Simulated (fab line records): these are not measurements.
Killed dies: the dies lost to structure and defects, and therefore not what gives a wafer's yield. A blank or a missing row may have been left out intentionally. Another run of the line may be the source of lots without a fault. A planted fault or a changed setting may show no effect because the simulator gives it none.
A single fault, viewed from 2 desks / flow n5 finfet / every desk sees just its own numbers, and what lay behind them comes last

DESK OF THE TOOL OWNER: rie diel-01
The tool's own readings at N5_BEOL_M13_ETCH_38 (etches SiCN in CF4/N2, target depth 67.5 nm, time 71.9 s): means of the sampled wafers that have a number, for each lot that ran on this tool. Any lot whose mean is over 4 standard deviations away from the usual mean is out of limits and marked OUT; that distance is given in the brackets.
Columns: A = drypump motor current A at N5_BEOL_M13_ETCH_38, usual 5.7 A; B = oes product au at N5_BEOL_M13_ETCH_38, usual 0.83 a.u.; C = rf vpp V at N5_BEOL_M13_ETCH_38, usual 382.8 V; D = showerhead plenum p Torr at N5_BEOL_M13_ETCH_38, usual 2.23 Torr; E = throttle valve pct at N5_BEOL_M13_ETCH_38, usual 15.26 %
lot=L676; first seen here=day 11 08:08; A=5.9; B=0.85; C=383.0; D=2.22; E=15.36
lot=L679; first seen here=day 11 19:53; A=5.9; B=0.90; C=381.1; D=2.17; E=15.28
lot=L689; first seen here=day 14 17:51; A=6.0; B=1.12 (+4.0) OUT; C=383.2; D=2.24; E=15.31
This desk's verdict: out of limits on L689, starting with L689 at day 14 17:51 (oes product au at N5_BEOL_M13_ETCH_38). L676, L679 stayed within limits.

METROLOGY DESK
Lot by lot, what the gauges showed, no matter which tool ran the lot: averages of those sampled wafers that carry a number. Any lot whose mean is over 4 standard deviations away from the usual mean is out of limits and marked OUT; that distance is given in the brackets.
Columns: A = V12_OVL at N5_BEOL_M13_OVL_MEAS_11, usual -5 nm; B = cd nm at N5_BEOL_M13_CD_MEAS_28, usual 209.1 nm
lot=L674; first seen here=day 10 07:49; A=-5; B=208.8
lot=L676; first seen here=day 11 06:22; A=-8; B=207.7
lot=L678; first seen here=day 11 16:34; A=0; B=209.9
lot=L679; first seen here=day 11 16:58; A=2; B=209.7
lot=L689; first seen here=day 14 13:50; A=-12; B=208.6
lot=L691; first seen here=day 15 07:16; A=-12; B=207.3
lot=L692; first seen here=day 15 07:39; A=-4; B=209.7
lot=L694; first seen here=day 15 15:11; A=-7; B=209.3
lot=L693; first seen here=day 15 15:20; A=-9; B=209.1
lot=L695; first seen here=day 16 01:21; A=-3; B=208.7
lot=L697; first seen here=day 16 11:47; A=0; B=211.1
This desk's finding: nothing out of limits on any of the 11 lots.

ALL TOGETHER
The tool owner's desk had the chance to raise an alarm at day 14 17:51 on L689.
Nothing out of limits was seen by the metrology desk.
The metrology desk holds a record of L689, inside its limits.
N5_BEOL_M13_ETCH_38 was run on rie diel-01 by each of the lots named.

WHAT THE SIMULATOR HAD PUT IN
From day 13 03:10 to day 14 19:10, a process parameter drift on rie diel-01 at N5_BEOL_M13_ETCH_38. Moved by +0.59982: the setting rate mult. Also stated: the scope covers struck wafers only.
Struck lots among those shown: L689.
Time in hours from fault onset to the first out-of-limits reading at each desk: the tool owner's desk, 39.
